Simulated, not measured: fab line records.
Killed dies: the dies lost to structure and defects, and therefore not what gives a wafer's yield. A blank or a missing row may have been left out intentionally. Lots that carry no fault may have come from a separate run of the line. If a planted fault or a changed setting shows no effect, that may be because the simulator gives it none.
Which tool was responsible? ; flow n5-finfet ; 32 wafers from 11 lots sampled at 2 of the route's 1938 steps

## WHAT THE GAUGES READ, wafer by wafer
N5_PMOS_HMC_CHANNEL_EPI_INSPECT_30: inspects for defects (darkfield).
lot;measured;on;raw-defect-count
L865;day 1 20:38;defect-inspect-02;14 20 26
L866;day 2 02:07;defect-inspect-02;35 26 24
L867;day 2 08:11;defect-inspect-02;21 19 20
L868;day 2 14:13;defect-inspect-01;32 29
L871;day 3 08:48;defect-inspect-02;21 20 34
L873;day 3 20:43;defect-inspect-02;15 13 11
L878;day 5 02:22;defect-inspect-02;1235 1249 1245
L882;day 6 01:57;defect-inspect-02;1230 1187 1143
L884;day 6 14:22;defect-inspect-02;18 20 12
L885;day 6 21:05;defect-inspect-01;18 15 20
L886;day 7 02:41;defect-inspect-01;15 35 20

## WHICH TOOL RAN EACH LOT (tool, then ch and the chambers of the sampled wafers, then the start)
lot;N5_PMOS_HMC_CHANNEL_EPI_PRECLEAN_40
L865;wet-bench-05 ch 1,2,3, day 1 20:11
L866;wet-bench-03 ch 0,3,4, day 2 01:40
L867;wet-bench-03 ch 4,5,6, day 2 07:44
L868;wet-bench-03 ch 0,1, day 2 13:46
L871;wet-bench-04 ch 0,1,7, day 3 08:14
L873;wet-bench-05 ch 0,1,4, day 3 20:16
L878;wet-bench-04 ch 2,3,5, day 5 01:41
L882;wet-bench-04 ch 3,4,7, day 6 01:30
L884;wet-bench-03 ch 2,5,6, day 6 13:55
L885;wet-bench-05 ch 1,2,6, day 6 20:31
L886;wet-bench-05 ch 0,5,7, day 7 02:14
- N5_PMOS_HMC_CHANNEL_EPI_PRECLEAN_40: cleans in DHF, time 30 s.

## THE ANSWER, worked out from the rows above alone
Rule: what is usual is taken from the lots themselves. Put in order of their means at a reading, lots are off if they are a third of the lots or fewer, leave a main group of 4 or more, and stand apart from it by a gap of 3 or more times the standard deviation of the main group's means; of several such gaps the widest counts. A main group is skipped when, at the precision printed for the reading in the tables above, its means are all equal. A lot without any number at a reading at which 4 lots or more have one is off too. Where the step has rows for the other lots, those lots are counted as sound.
Off: L878, L882, at N5_PMOS_HMC_CHANNEL_EPI_INSPECT_30 (raw-defect-count). The main group: mean 22, standard deviation 5.4.
If a tool, at a process step before that reading, ran all the lots that are off and no sound lot after the first of them, it fits. The gauges at N5_PMOS_HMC_CHANNEL_EPI_INSPECT_30 are tried like those tools. One fits: wet-bench-04 at N5_PMOS_HMC_CHANNEL_EPI_PRECLEAN_40. Its last sound lot is L871 (day 3 08:14), its first lot that is off L878 (day 5 01:41): a fault that began between those two fits.

## WHAT THE SIMULATOR HAD PUT IN
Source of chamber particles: wet-bench-04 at N5_PMOS_HMC_CHANNEL_EPI_PRECLEAN_40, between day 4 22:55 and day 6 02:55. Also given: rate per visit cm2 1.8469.
Lots struck among those shown: L878, L882. The rule above reached the same finding.
